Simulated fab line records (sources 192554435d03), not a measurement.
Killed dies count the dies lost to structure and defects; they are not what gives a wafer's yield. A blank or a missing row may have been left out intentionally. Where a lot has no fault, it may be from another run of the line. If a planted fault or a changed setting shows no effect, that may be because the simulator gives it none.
Chamber matching ; flow n5-finfet ; 4 sister chambers for N5_BEOL_M9_ETCH_65 on rie-diel-04
The step etches SiARC in CF4, target depth 15.6 nm, time 26 s. 14 wafers are shown with their chamber, then 7 later ones without.

## WAFERS WITH THEIR CHAMBER
wafer;chamber;throttle-valve-pct (%);etch-rf-on-time-s (s);oes-product-au (a.u.)
L080.1;2;15.79;25.7;0.60
L080.3;0;15.46;26.0;0.61
L080.5;3;15.76;26.7;0.62
L079.2;1;16.07;26.5;0.60
L079.3;2;15.77;25.8;0.60
L079.5;0;15.46;26.0;0.61
L083.2;3;15.78;26.4;0.62
L083.4;1;16.06;26.8;0.62
L083.6;1;16.07;26.6;0.62
L087.2;3;15.78;26.4;0.61
L087.3;1;16.07;26.4;0.61
L087.6;3;15.81;26.5;0.61
L089.1;2;15.81;25.7;0.59
L089.4;1;16.07;26.6;0.61

SIGNATURES (means of the wafers above)
reading;chamber 0;chamber 1;chamber 2;chamber 3;scatter within a chamber
throttle-valve-pct;15.4600;16.0680;15.7900;15.7825;0.0147
etch-rf-on-time-s;26.000;26.580;25.733;26.500;0.124
oes-product-au;0.6100;0.6120;0.5967;0.6150;0.00668
Rule: for a wafer and a chamber, the distance is found by dividing, reading by reading, the gap between the wafer's reading and the chamber's mean by the reading's scatter, squaring, summing and taking the root. If the next closest chamber is less than 2 further off than the closest, the wafer can't be placed; otherwise it belongs to the closest. How the scatter is found: for the shown wafers, subtract from each reading the mean of its chamber, square and add these, divide the total by (wafers less chambers), then take the root.

## WAFERS WHOSE CHAMBER IS MISSING
wafer;throttle-valve-pct (%);etch-rf-on-time-s (s);oes-product-au (a.u.)
L089.6;15.81;25.9;0.59
L096.1;15.53;26.4;0.59
L096.2;15.83;26.8;0.60
L096.5;15.81;26.7;0.59
L097.3;16.13;26.6;0.59
L097.4;16.13;26.7;0.60
L097.5;15.52;25.9;0.59

## THE CHAMBER EACH PASSED THROUGH
wafer;from the rows above;in truth
L089.6;2;2
L096.1;0;0
L096.2;3;3
L096.5;3;3
L097.3;1;1
L097.4;1;1
L097.5;0;0
Placed correctly: 7 of 7. Number that these rows cannot place: 0. 0 placed wrongly.
